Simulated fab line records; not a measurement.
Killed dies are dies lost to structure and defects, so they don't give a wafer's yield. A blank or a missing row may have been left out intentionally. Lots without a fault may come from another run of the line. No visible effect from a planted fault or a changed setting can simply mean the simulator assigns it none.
Matching of chambers | flow n5-finfet | 3 sister chambers for N5_BEOL_M11_CURE_72 on uv-cure-02
The step cures SiCOH lowk, time 120 s. 3 wafers are shown with their chamber, then 10 later ones without.

## EACH WAFER AND ITS CHAMBER
wafer  | chamber | wafer_temp_C_max
L076.6 | 1       | 370.9
L086.4 | 0       | 371.0
L090.3 | 2       | 371.2

## WAFERS WITHOUT THEIR CHAMBER
wafer  | wafer_temp_C_max
L090.4 | 371.5
L093.1 | 371.1
L093.2 | 371.5
L093.5 | 371.1
L093.3 | 370.7
L093.4 | 370.9
L093.6 | 371.4
L092.2 | 371.6
L092.4 | 371.8
L092.6 | 371.6

## EACH ONE'S CHAMBER
wafer  | from the rows above          | in truth
L090.4 | can't be placed: 2 or 0 or 1 | 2
L093.1 | can't be placed: 2 or 0 or 1 | 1
L093.2 | can't be placed: 2 or 0 or 1 | 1
L093.5 | can't be placed: 2 or 0 or 1 | 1
L093.3 | can't be placed: 1 or 0 or 2 | 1
L093.4 | can't be placed: 1 or 0 or 2 | 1
L093.6 | can't be placed: 2 or 0 or 1 | 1
L092.2 | can't be placed: 2 or 0 or 1 | 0
L092.4 | can't be placed: 2 or 0 or 1 | 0
L092.6 | can't be placed: 2 or 0 or 1 | 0
0 of 10 placed correctly. Can't be placed from these rows: 10 (the true chamber is among the candidates in 10). Number placed wrongly: 0.
How it was worked out, from the rows above alone: a wafer's distance from a chamber is the root of the sum, over the readings, of the square of ((its reading less the chamber's mean) divided by the reading's scatter). If the next closest chamber is less than 2 further off than the closest, the wafer can't be placed; otherwise it belongs to the closest. Each chamber's mean is taken over the wafers shown for it. The scatter: root of mean squared gap, hidden wafer to nearest shown wafer, with one shown wafer a chamber.
